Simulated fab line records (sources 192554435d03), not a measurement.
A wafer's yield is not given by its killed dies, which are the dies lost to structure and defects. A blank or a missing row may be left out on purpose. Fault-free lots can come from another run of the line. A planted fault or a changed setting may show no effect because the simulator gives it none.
A struck lot beside a sound one :: flow n5Finfet :: 41 out of 1938 route steps
Sound: wafers L440.3, L440.5, L440.6. Struck: wafer L447.1 (left out: L447.3, L447.6 of the same lot, which were not struck); the cause appears at the end.
At each step with rows: each side's tool, then ch and its chambers, then its first start. Under that, the readings that differ: sound wafers :: struck wafers :: difference of the means :: sigmas: that difference in standard deviations of wafers without a fault.
alike: same words and numbers on both sides, and readings whose means sit less than 2 such deviations apart. not compared: any withheld reading, any reading some wafer has no value for, any bound like >300 that may hide the same value, and any number with overlapping values for which the record gives no deviation.
A row with sigmas, a row that says differs or no value, or rows on one side alone: a step with any of these is where the two part. Numbers that have no deviation but don't overlap get no sigmas and don't part them. A reading that every wafer of one side lacks parts them only if that side has two wafers or more.

first, 12 steps without rows for these wafers: N5_HKMG_FIN_STRIP_33 (strips in N2/H2); N5_HKMG_FIN_STRIP_34 (strips in CF4); N5_HKMG_FIN_ETCH_35 (etches SOC in N2/H2, target depth 215.8 nm, time 243.4 s); N5_HKMG_FIN_STRIP_92 (strips SOC in N2/H2, time 20 s); N5_HKMG_FIN_WET_ETCH_18 (etches TiN in SC1, time 55 s, target depth 5.2 nm, rinse time 30 s); N5_HKMG_FIN_STRIP_19 (strips in N2/H2, time 360 s); N5_HKMG_FIN_ALD_91 (deposits TiN, target thk 1 nm, pulse time 1 s, purge time 3 s); N5_HKMG_FIN_COAT_85 (time 60 s, resist thk 300 nm); N5_HKMG_FIN_ETCH_86 (etches SOC in N2/H2, stops on TiN, target depth 393.2 nm); N5_HKMG_FIN_STRIP_89 (strips SOC in N2/H2, time 20 s); N5_HKMG_FIN_WET_ETCH_87 (etches TiN in SC1, time 154.2 s, target depth 4.7 nm, rinse time 30 s); N5_HKMG_FIN_STRIP_88 (strips in N2/H2, time 360 s).
N5_HKMG_FIN_NWFM_ALD_20: deposits TiAlC, target thk 2 nm, pulse time 3 s, purge time 2 s.
  sound on aldMetal-01 ch 0,1, day 6 06:07; struck on aldMetal-01 ch 0, day 8 01:25
reading: heaterPowerW (W)
sound: 475 476 536
struck: 429
difference: -67
sigmas: -2

reading: susceptorTempC (C)
sound: 299.80 300.33 299.94
struck: 287.27
difference: -12.75
sigmas: -67
  alike: precursorPulseHeightRel
  not compared: sinceWetCleanH
then, 26 steps without rows for these wafers: N5_HKMG_FIN_ALD_71 (deposits TiN, target thk 1 nm, pulse time 1 s, purge time 3 s); N5_HKMG_FIN_COAT_66 (time 60 s, resist thk 300 nm); N5_HKMG_FIN_ETCH_67 (etches SOC in N2/H2, stops on TiN, target depth 388.9 nm); N5_HKMG_FIN_STRIP_90 (strips SOC in N2/H2, time 20 s); N5_HKMG_FIN_WET_ETCH_73 (etches the open film in SC1, time 42.3 s, target depth 1.3 nm, rinse time 30 s); N5_HKMG_FIN_ETCHBACK_68 (etches the open film in Cl2/Ar, stops on HfO2, target depth 0.5 nm); N5_HKMG_FIN_STRIP_69 (strips in N2/H2, time 360 s); N5_HKMG_FIN_ALD_21 (deposits TiN, target thk 1.5 nm, pulse time 1 s, purge time 3 s); N5_HKMG_FIN_ALD_72 (deposits W, target thk 2 nm, pulse time 1 s, purge time 2 s); N5_HKMG_FIN_W_FILL_22 (material W, target thk 60 nm, time 18.2 s); N5_HKMG_FIN_PRECLEAN_83 (cleans in DIW, time 57.5 s); N5_HKMG_FIN_SRD_84 (dry time 32 s); N5_HKMG_FIN_CMP_23 (polishes, stops on SiNx, t overpolish 10 s, target thk 46.326 nm); N5_HKMG_FIN_CMP_94 (polishes, stops on SiNx, t overpolish 4.7 s, target thk 43.299 nm); N5_GATE_CUT_ETCHBACK_00 (etches W in SF6/Cl2); N5_GATE_CUT_ETCH_56 (etches TiN in Cl2/Ar, target depth 21.6 nm); N5_GATE_CUT_ETCHBACK_30 (etches TiN in Cl2/Ar, target depth 3 nm); N5_GATE_CUT_VAPOR_ETCH_60 (etches HfO2 in BCl3/Cl2); N5_GATE_CUT_ETCH_58 (etches SiNx in CH3F/O2, target depth 17 nm, time 128.6 s); N5_GATE_CUT_STRIP_59 (strips in N2/H2, time 20 s); N5_GATE_CUT_PRECLEAN_31 (cleans in DIW, time 300 s); N5_GATE_CUT_SRD_32 (time 30 s); N5_GATE_CUT_SAC_CAP_01 (material SiNx, target thk 24 nm, pulse time 1 s, ald cycles 480); N5_GATE_CUT_PECVD_57 (deposits SiNx from SiH4/NH3/N2, target thk 21 nm); N5_GATE_CUT_CMP_02 (polishes, stops on SiO2, t overpolish 12.7 s, target thk 0 nm); N5_GATE_CUT_HM_DEP_46 (deposits SiO2 from TEOS/O2, target thk 130 nm, time 26.6 s).
-- a jump in the record: the struck wafers' starts before and after are 4 days apart (it breaks off in module GATE_CUT and resumes in module BEOL_M4, where the first step shown is number 1111 of the route) --
N5_BEOL_M4_RC_MEAS_101:
  sound on prober-01 ch 0, day 9 20:51; struck on prober-02 ch 0, day 12 11:05
reading: IOFF_N (nA/um)
sound: 0.138 0.119 0.148
struck: 0.070
difference: -0.065
sigmas: -2

reading: IOFF_N_85C (nA/um)
sound: 2.7 2.5 2.9
struck: 1.6
difference: -1.1
sigmas: -2

reading: IOFF_N_LIN (nA/um)
sound: 0.064 0.058 0.069
struck: 0.033
difference: -0.031
sigmas: -3

reading: IOFF_N_LONG (nA/um)
sound: 5.37e-05 5.26e-05 5.31e-05
struck: 3.42e-05
difference: -1.89e-05
sigmas: -9

reading: IOFF_P (nA/um)
sound: 0.15 0.14 0.18
struck: 0.26
difference: +0.10
sigmas: +3

reading: ION_N (uA/um)
sound: 662 654 676
struck: 628
difference: -36
sigmas: -3

reading: ION_P (uA/um)
sound: 449 447 458
struck: 470
difference: +19
sigmas: +2

reading: VT_N (mV)
sound: 253.4 253.1 249.8
struck: 273.9
difference: +21.8
sigmas: +7

reading: VT_N_LONG (mV)
sound: 279.5 276.6 276.9
struck: 296.6
difference: +18.9
sigmas: +11

reading: VT_N_LVT (mV)
sound: 99.5 100.3 98.6
struck: 120.2
difference: +20.7
sigmas: +7

reading: VT_P (mV)
sound: -258 -257 -255
struck: -245
difference: +12
sigmas: +3
  alike: DIBL_N, DIBL_P, SS_N, SS_P
-- record jumps: 4 days separate the struck wafers' starts on either side; left off in module BEOL_M4, taken up again in module PASSIVATION, whose first shown step is the route's number 1936 --
N5_PASSIVATION_PROBE_49:
  sound on prober-02, day 14 19:52; struck on prober-01, day 16 18:08
reading: sort_bin_6_memory (%)
sound: 3.1 3.7 2.5
struck: 4.7
difference: +1.6
sigmas: +2

reading: sort_bin_8_speed (%)
sound: 0 0 0
struck: 22.88
difference: +22.88
sigmas: +99 or more

reading: sortNPass
sound: 1088 1076 1086
struck: 800
difference: -283
sigmas: -14

reading: sortYieldPct (%)
sound: 92.2 91.2 92.0
struck: 67.8
difference: -24.0
sigmas: -14
  alike: defectLimitedYield, killed_at_M0_to_M3, killed_at_M4_up, killedAtContacts, killedAtFrontEnd, killedAtOther, killedDies, killedOpen, killedShort, sort_bin_5_function

## WHERE THEY PART
At N5_HKMG_FIN_NWFM_ALD_20 first; at N5_PASSIVATION_PROBE_49 last (within this record only).

WHY: whatever the simulator had introduced
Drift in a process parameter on aldMetal-01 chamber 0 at N5_HKMG_FIN_NWFM_ALD_20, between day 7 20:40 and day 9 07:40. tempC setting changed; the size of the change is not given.
